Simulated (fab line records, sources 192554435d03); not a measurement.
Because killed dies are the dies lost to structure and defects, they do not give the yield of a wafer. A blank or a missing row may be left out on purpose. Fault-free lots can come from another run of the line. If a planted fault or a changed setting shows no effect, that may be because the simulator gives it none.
Chamber matching :: flow n5-finfet :: N5_BEOL_M7_CVD_78 on cvd-co-02: 3 sister chambers
The step deposits Co from CCTBA/H2, target thk 2 nm, time 142.3 s. 3 wafers are shown with their chamber, then 8 later ones without.

## WAFERS, EACH WITH ITS CHAMBER
wafer: L859.3
chamber: 1
chamber-pressure-Torr (Torr): 29.97

wafer: L859.5
chamber: 2
chamber-pressure-Torr (Torr): 30.16

wafer: L858.1
chamber: 0
chamber-pressure-Torr (Torr): 29.93

## WAFERS MISSING THEIR CHAMBER
wafer: L858.2
chamber-pressure-Torr (Torr): 30.00

wafer: L858.3
chamber-pressure-Torr (Torr): 30.00

wafer: L872.1
chamber-pressure-Torr (Torr): 29.94

wafer: L872.2
chamber-pressure-Torr (Torr): 29.90

wafer: L872.3
chamber-pressure-Torr (Torr): 29.95

wafer: L873.2
chamber-pressure-Torr (Torr): 30.05

wafer: L873.4
chamber-pressure-Torr (Torr): 29.96

wafer: L873.6
chamber-pressure-Torr (Torr): 30.10

## CHAMBER TAKEN BY EACH
wafer: L858.2
from the rows above: can't be placed: 1 or 0
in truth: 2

wafer: L858.3
from the rows above: can't be placed: 1 or 0
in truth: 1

wafer: L872.1
from the rows above: can't be placed: 0 or 1
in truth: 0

wafer: L872.2
from the rows above: can't be placed: 0 or 1
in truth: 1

wafer: L872.3
from the rows above: can't be placed: 0 or 1
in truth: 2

wafer: L873.2
from the rows above: can't be placed: 1 or 2 or 0
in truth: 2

wafer: L873.4
from the rows above: can't be placed: 1 or 0
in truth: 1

wafer: L873.6
from the rows above: can't be placed: 2 or 1
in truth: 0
Correctly placed: 0 of 8. Can't be placed from these rows: 8 (the true chamber is among the candidates in 5). Number placed wrongly: 0.
How it was worked out, from the rows above alone: a wafer's distance from a chamber is the root of the sum, over the readings, of the square of ((its reading less the chamber's mean) divided by the reading's scatter). The wafer belongs to the nearest chamber; if the next one is less than 2 further off, it can't be placed. The mean given for a chamber averages the wafers shown for that chamber. The scatter (one wafer shown for each chamber): square how far every hidden wafer sits from the nearest shown wafer, average those squares and take the square root.
